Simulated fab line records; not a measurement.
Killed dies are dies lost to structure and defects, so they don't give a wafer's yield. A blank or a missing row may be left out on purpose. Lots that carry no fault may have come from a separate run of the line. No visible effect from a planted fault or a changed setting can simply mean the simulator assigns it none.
Matching of chambers / flow n5-finfet / 4 sister chambers for N5_BEOL_M15_ETCH_61 on rie-diel-02
The step etches BARC in N2/H2, target depth 89 nm, overetch 26.7 nm, time 67.9 s. 4 wafers are shown with their chamber, then 7 later ones without.

EACH WAFER AND ITS CHAMBER
wafer=L083.6; chamber=0; showerhead-plenum-p-Torr (Torr)=2.46
wafer=L089.2; chamber=1; showerhead-plenum-p-Torr (Torr)=2.66
wafer=L088.1; chamber=2; showerhead-plenum-p-Torr (Torr)=2.52
wafer=L088.3; chamber=3; showerhead-plenum-p-Torr (Torr)=2.50

WAFERS WITH NO CHAMBER GIVEN
wafer=L088.6; showerhead-plenum-p-Torr (Torr)=2.66
wafer=L094.1; showerhead-plenum-p-Torr (Torr)=2.52
wafer=L094.3; showerhead-plenum-p-Torr (Torr)=2.46
wafer=L094.5; showerhead-plenum-p-Torr (Torr)=2.52
wafer=L095.3; showerhead-plenum-p-Torr (Torr)=2.65
wafer=L095.4; showerhead-plenum-p-Torr (Torr)=2.51
wafer=L095.5; showerhead-plenum-p-Torr (Torr)=2.65

THE CHAMBER EACH PASSED THROUGH
wafer=L088.6; from the rows above=1; in truth=1
wafer=L094.1; from the rows above=2; in truth=2
wafer=L094.3; from the rows above=0; in truth=0
wafer=L094.5; from the rows above=2; in truth=2
wafer=L095.3; from the rows above=1; in truth=1
wafer=L095.4; from the rows above=can't be placed: 3 or 2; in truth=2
wafer=L095.5; from the rows above=1; in truth=1
Correctly placed: 6 of 7. Not placeable from these rows: 1 (in 1, the candidates include the true chamber). Number placed wrongly: 0.
How it was worked out, from the rows above alone: a wafer's distance from a chamber is the root of the sum, over the readings, of the square of ((its reading less the chamber's mean) divided by the reading's scatter). If the next closest chamber is less than 2 further off than the closest, the wafer can't be placed; otherwise it belongs to the closest. The mean given for a chamber averages the wafers shown for that chamber. The scatter: root of mean squared gap, hidden wafer to nearest shown wafer, with one shown wafer a chamber.
